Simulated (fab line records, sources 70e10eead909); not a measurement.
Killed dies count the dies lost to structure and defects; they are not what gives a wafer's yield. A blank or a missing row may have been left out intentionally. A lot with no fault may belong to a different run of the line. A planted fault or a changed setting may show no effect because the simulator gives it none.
fab line records	flow nand_harc
record lots=5	wafers=15	last_day=31
route steps=1302 shown A_DECK1_JOINT@539 A_ONON_D2@545
lots that met no fault: from a run of the same line without faults
start_h: the number of hours between the record's first day and the start of the first shown wafer of the lot	wait_h: hours from the lot's prior step to this one	" repeats the value in the row above	L1.1+2: several wafers, shown together as one row	- value missing, or start not given	* or withheld: withheld	< > ~ a bound
route shown NAME@n: names a module that has steps shown in the file, with the first one's number in the route	usual: the fault-free wafers' mean and standard deviation	same: alike in all rows	chamber/n: place in a boat	sites: readings site by site	_std_site: standard deviation of those values	_edge_site: the outer-site mean with the inner-site mean subtracted	radius_mm: how far each site lies from the wafer's centre	mask NAME#n: copy n	behind: the last tool/chamber to shape the wafer	hold: why the lot went on hold/how many hours it stayed there/how the hold came to an end	device: the n, p or np transistor that did not switch	end of line: the same wafers' tests at the end of the route	where a step has no rows: the recipe by itself	killed: the dies lost at the first sort to structure and to defects; this is not the yield of the wafer	map: a wafer's dies, x killed, . not, _ none there
set.NAME: the run value of the setting; set.NAME@STEP: its run value at that earlier step	model.NAME: the simulator's own value behind a step, which no gauge read
certain route steps with their lots: each step a table, each wafer a row
services: when a tool's chamber went out of use (start_h, in hours from the record's first day, below 0 if earlier), for how many hours, and the reason
## steps
# step NHARC_A_DECK1_JOINT_CMP_02
# recipe material=SiOx
# usual motor_current_A=12.4/1.6
lot.wafer	tool	chamber	start_h	wait_h	motor_current_A
L289.4	cmp-01	3	317.29	0.4	12.5
L289.5	"	3	"	"	12.5
L289.6	"	0	"	"	12.1
L292.1	cmp-03	2	352.62	0.4	9.1
L292.2	"	0	"	"	14.8
L292.5	"	2	"	"	9.9
L296.2	cmp-01	3	388.35	0.4	12.4
L296.3	"	2	"	"	12.6
L296.5	"	0	"	"	13.1
L295.2	cmp-03	0	388.40	0.4	15.2
L295.1	"	1	"	"	12.3
L295.6	"	3	"	"	12.9
L302.3	cmp-03	1	448.99	0.5	12.4
L302.5	"	2	"	"	9.5
L302.6	"	3	"	"	13.4
# step NHARC_A_DECK1_JOINT_SRD_15
# step NHARC_A_DECK1_JOINT_DEP_16
# recipe target_thk_a=450	temp_c=400	pressure_torr=6.5	rf_w=900	teos_flow_sccm=161.4	flow_sccm=2650	target_thk_nm=45	gas=O2	material=SiO2
# usual heater_power_w=583/76	throttle_valve_pct=16.0/0.55
lot.wafer	tool	chamber	start_h	wait_h	heater_power_w	throttle_valve_pct
L289.6	pecvd-04	1	317.76	0.2	517	14.9
L289.5	"	2	"	"	543	16.5
L289.4	"	0	"	"	568	16.6
L292.2	pecvd-04	0	353.25	0.3	656	16.6
L292.1	"	2	"	"	527	16.6
L292.5	"	1	"	"	531	15.1
L295.2	pecvd-04	2	388.74	0.1	556	16.5
L295.1	"	0	"	"	656	16.7
L295.6	"	1	"	"	499	15.4
L296.2	pecvd-01	0	388.83	0.2	525	15.0
L296.3	"	1	"	"	751	15.5
L296.5	"	2	"	"	574	16.6
L302.3	pecvd-01	2	449.33	0.1	505	16.7
L302.5	"	1	"	"	768	15.5
L302.6	"	0	"	"	520	15.2
# step NHARC_A_DECK1_JOINT_THK_MEAS_17
# recipe thk_meas_gauge=ellipsometry
# usual thk_nm=44.8/1.1
lot.wafer	tool	chamber	start_h	wait_h	thk_nm
L289.4	film_metro-02	-	317.96	0.1	43.9
L289.5	"	-	"	"	43.4
L289.6	"	-	"	"	46.0
L292.1	film_metro-01	-	353.53	0.2	45.4
L292.2	"	-	"	"	44.3
L292.5	"	-	"	"	44.8
L295.1	film_metro-02	-	389.02	0.2	44.8
L295.2	"	-	"	"	44.2
L295.6	"	-	"	"	44.5
L296.2	film_metro-01	-	389.08	0.2	44.2
L296.3	"	-	"	"	43.7
L296.5	"	-	"	"	47.8
L302.3	film_metro-02	-	449.59	0.2	46.2
L302.5	"	-	"	"	45.1
L302.6	"	-	"	"	43.8
# step NHARC_A_DECK1_JOINT_INSPECT_05
# usual raw_defect_count=311/100
lot.wafer	tool	chamber	start_h	wait_h	raw_defect_count
L289.4	defect_inspect-01	-	318.00	0.0	559
L289.5	"	-	"	"	477
L289.6	"	-	"	"	366
L292.1	defect_inspect-01	-	353.57	0.0	228
L292.2	"	-	"	"	335
L292.5	"	-	"	"	288
L295.1	defect_inspect-02	-	389.05	0.0	195
L295.2	"	-	"	"	205
L295.6	"	-	"	"	278
L296.2	defect_inspect-01	-	389.11	0.0	188
L296.3	"	-	"	"	193
L296.5	"	-	"	"	206
L302.3	defect_inspect-02	-	449.62	0.0	117
L302.5	"	-	"	"	141
L302.6	"	-	"	"	197
# step NHARC_A_ONON_D2_DEP_00
# recipe target_thk_a=10000	n2_flow_sccm=2750	n2o_flow_sccm=2000	nh3_flow_sccm=500	sih4_flow_sccm=210	temp_c=400
# step NHARC_A_ONON_D2_THK_MEAS_02
# recipe thk_meas_gauge=ellipsometry
# usual thk_nm=999/10
lot.wafer	tool	chamber	start_h	wait_h	thk_nm
L289.4	film_metro-02	-	318.57	-	994
L289.5	"	-	"	"	995
L289.6	"	-	"	"	996
L292.1	film_metro-01	-	354.15	-	990
L292.2	"	-	"	"	990
L292.5	"	-	"	"	989
L295.1	film_metro-02	-	389.62	-	1018
L295.2	"	-	"	"	1020
L295.6	"	-	"	"	1020
L296.2	film_metro-01	-	389.69	-	990
L296.3	"	-	"	"	992
L296.5	"	-	"	"	990
L302.3	film_metro-02	-	450.20	-	1014
L302.5	"	-	"	"	1010
L302.6	"	-	"	"	1010
# step NHARC_A_ONON_D2_DEP_03
# recipe target_thk_a=10000	n2_flow_sccm=2750	n2o_flow_sccm=2000	nh3_flow_sccm=500	sih4_flow_sccm=210	temp_c=400
# step NHARC_A_ONON_D2_THK_MEAS_05
# recipe thk_meas_gauge=ellipsometry
# usual thk_nm=997/8.7
lot.wafer	tool	chamber	start_h	wait_h	thk_nm
L289.4	film_metro-02	-	319.14	-	1010
L289.5	"	-	"	"	1011
L289.6	"	-	"	"	1011
L292.1	film_metro-02	-	354.71	-	996
L292.2	"	-	"	"	999
L292.5	"	-	"	"	999
L295.1	film_metro-02	-	390.19	-	989
L295.2	"	-	"	"	992
L295.6	"	-	"	"	993
L296.2	film_metro-01	-	390.26	-	977
L296.3	"	-	"	"	976
L296.5	"	-	"	"	977
L302.3	film_metro-02	-	450.76	-	995
L302.5	"	-	"	"	994
L302.6	"	-	"	"	994
# step NHARC_A_ONON_D2_DEP_06
# recipe target_thk_a=10000	n2_flow_sccm=2750	n2o_flow_sccm=2000	nh3_flow_sccm=500	sih4_flow_sccm=210	temp_c=400
# step NHARC_A_ONON_D2_THK_MEAS_08
# recipe thk_meas_gauge=ellipsometry
# usual thk_nm=1003/12
lot.wafer	tool	chamber	start_h	wait_h	thk_nm
L289.4	film_metro-02	-	319.71	-	1024
L289.5	"	-	"	"	1024
L289.6	"	-	"	"	1023
L292.1	film_metro-02	-	355.28	-	992
L292.2	"	-	"	"	990
L292.5	"	-	"	"	992
L295.1	film_metro-01	-	390.76	-	982
L295.2	"	-	"	"	982
L295.6	"	-	"	"	982
L296.2	film_metro-02	-	390.83	-	1000
L296.3	"	-	"	"	1002
L296.5	"	-	"	"	998
L302.3	film_metro-01	-	451.33	-	998
L302.5	"	-	"	"	1000
L302.6	"	-	"	"	998
# step NHARC_A_ONON_D2_DEP_09
# recipe target_thk_a=10000	n2_flow_sccm=2750	n2o_flow_sccm=2000	nh3_flow_sccm=500	sih4_flow_sccm=210	temp_c=400
lot.wafer	tool	chamber	start_h	wait_h
L289.4+5+6	pecvd_onon-03	0	319.93	0.2
L292.1+2+5	pecvd_onon-03	0	355.33	0.1
L295.1+2+6	pecvd_onon-03	0	390.82	0.1
L296.2+3+5	pecvd_onon-04	0	390.95	0.1
L302.3+5+6	pecvd_onon-04	0	451.50	0.2
# step NHARC_A_ONON_D2_THK_MEAS_11
# recipe thk_meas_gauge=ellipsometry
# usual thk_nm=1001/10
lot.wafer	tool	chamber	start_h	wait_h	thk_nm
L289.4	film_metro-01	-	320.27	-	992
L289.5	"	-	"	"	992
L289.6	"	-	"	"	990
L292.1	film_metro-02	-	355.85	-	999
L292.2	"	-	"	"	998
L292.5	"	-	"	"	998
L295.1	film_metro-01	-	391.33	-	1014
L295.2	"	-	"	"	1012
L295.6	"	-	"	"	1012
L296.2	film_metro-02	-	391.43	-	1013
L296.3	"	-	"	"	1014
L296.5	"	-	"	"	1013
L302.3	film_metro-02	-	451.90	-	961
L302.5	"	-	"	"	1017
L302.6	"	-	"	"	1017
# step NHARC_A_ONON_D2_DEP_12
# recipe target_thk_a=10000	n2_flow_sccm=2750	n2o_flow_sccm=2000	nh3_flow_sccm=500	sih4_flow_sccm=210	temp_c=400
## services
tool	chamber	start_h	hours	kind
pecvd-01	2	302.05	9.1	repair
pecvd-01	-	311.02	13.0	pm
pecvd-01	0	311.02	13.0	vent_cycle
pecvd-01	1	311.02	13.0	vent_cycle
pecvd_onon-04	-	311.28	13.0	pm
pecvd-01	0	324.02	-	clean
cmp-01	-	332.68	0.9	repair
cmp-03	-	337.91	0.4	repair
pecvd-01	2	350.23	12.6	repair
cmp-03	-	358.08	4.0	pm
pecvd-04	0	361.05	6.1	repair
cmp-01	-	361.38	0.3	repair
cmp-03	-	362.08	-	consumable_replace:conditioner
cmp-03	-	362.08	-	consumable_replace:pad
pecvd_onon-03	-	378.20	5.9	repair
cmp-03	-	378.60	6.1	repair
cmp-01	-	381.50	4.0	pm
pecvd_onon-03	-	408.33	13.0	pm
cmp-03	-	436.07	3.7	repair
cmp-01	-	445.77	0.5	repair
pecvd-04	-	450.55	13.0	pm
pecvd-04	0	450.55	13.0	vent_cycle
pecvd-04	1	450.55	13.0	vent_cycle
pecvd-04	2	450.55	13.0	vent_cycle
## key
first_sign step=NHARC_A_ONON_D2_THK_MEAS_11	reading=thk_nm	direction=down	sigmas=4	usual=1001	struck=961
effect none on later readings
met_at NHARC_A_ONON_D2_DEP_09
struck_wafers L302.3
later_rows_left_out L302.3
sort_left_out L302.3
tester_left_out L302
onset_between 390.95 451.50
fault kind=process_parameter_drift	tool=pecvd_onon-04	chamber=-	onset_h=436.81	steps=NHARC_A_ONON_D2_DEP_09	channel=target_thk_a	offset=*	shape=step	end_h=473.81	scope=struck_wafers_only	acts_in=*	stated=*
# tester_left_out: of these lots the tester's yield and bins aren't shown, on N5 and GAA mostly nor the transistor test; their killed dies are dies lost to structure and defects alone, not to doping, threshold or leakage, so they don't give the yield
# sort_left_out: the simulated sort isn't trusted on such a fault, so these wafers' sort isn't shown, and their yield isn't known
# later_rows_left_out: the simulator's readings of these wafers behind a module that went badly wrong aren't trusted and aren't shown, but for the sort
